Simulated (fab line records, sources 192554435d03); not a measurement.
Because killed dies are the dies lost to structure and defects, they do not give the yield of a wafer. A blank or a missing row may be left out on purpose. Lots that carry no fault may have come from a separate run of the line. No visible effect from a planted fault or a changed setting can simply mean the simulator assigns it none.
Chamber matching | flow n5_finfet | ald_sin-04 running N5_GATE_CUT_SAC_CAP_01: 4 sister chambers
The step material SiNx, target thk 24 nm, pulse time 1 s, ald cycles 480. 8 wafers are shown with their chamber, then 8 later ones without.

WAFERS PAIRED WITH THEIR CHAMBERS
wafer  | chamber | heater_power_w (W) | precursor_pulse_height_rel
L075.6 | 2       | 811                | 0.984
L078.3 | 1       | 863                | 0.990
L084.5 | 0       | 870                | 1.000
L084.6 | 3       | 963                | 0.965
L088.2 | 0       | 913                | 1.006
L088.3 | 1       | 834                | 0.995
L088.5 | 2       | 800                | 0.976
L089.1 | 3       | 914                | 1.005

WAFERS WITH NO CHAMBER GIVEN
wafer  | heater_power_w (W) | precursor_pulse_height_rel
L089.3 | 815                | 1.012
L089.4 | 894                | 1.021
L093.2 | 932                | 1.004
L093.3 | 865                | 1.038
L093.5 | 896                | 1.009
L097.1 | 890                | 1.016
L097.3 | 864                | 0.984
L097.5 | 906                | 1.017

WHICH CHAMBER EACH WENT THROUGH
wafer  | from the rows above          | in truth
L089.3 | can't be placed: 1 or 2 or 0 | 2
L089.4 | can't be placed: 0 or 1 or 3 | 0
L093.2 | can't be placed: 3 or 0      | 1
L093.3 | can't be placed: 0 or 1 or 2 | 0
L093.5 | can't be placed: 0 or 1 or 3 | 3
L097.1 | can't be placed: 0 or 1 or 3 | 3
L097.3 | can't be placed: 1 or 0 or 2 | 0
L097.5 | can't be placed: 0 or 3 or 1 | 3
0 of 8 placed correctly. Not placeable from these rows: 8 (in 7, the candidates include the true chamber). 0 placed wrongly.
How it was worked out, from the rows above alone: a wafer's distance from a chamber is the root of the sum, over the readings, of the square of ((its reading less the chamber's mean) divided by the reading's scatter). If the next closest chamber is less than 2 further off than the closest, the wafer can't be placed; otherwise it belongs to the closest. Each chamber's mean is taken over the wafers shown for it. The scatter: the root of (the sum of the squares of (reading less its chamber's mean) over the shown wafers, divided by (wafers less chambers)).
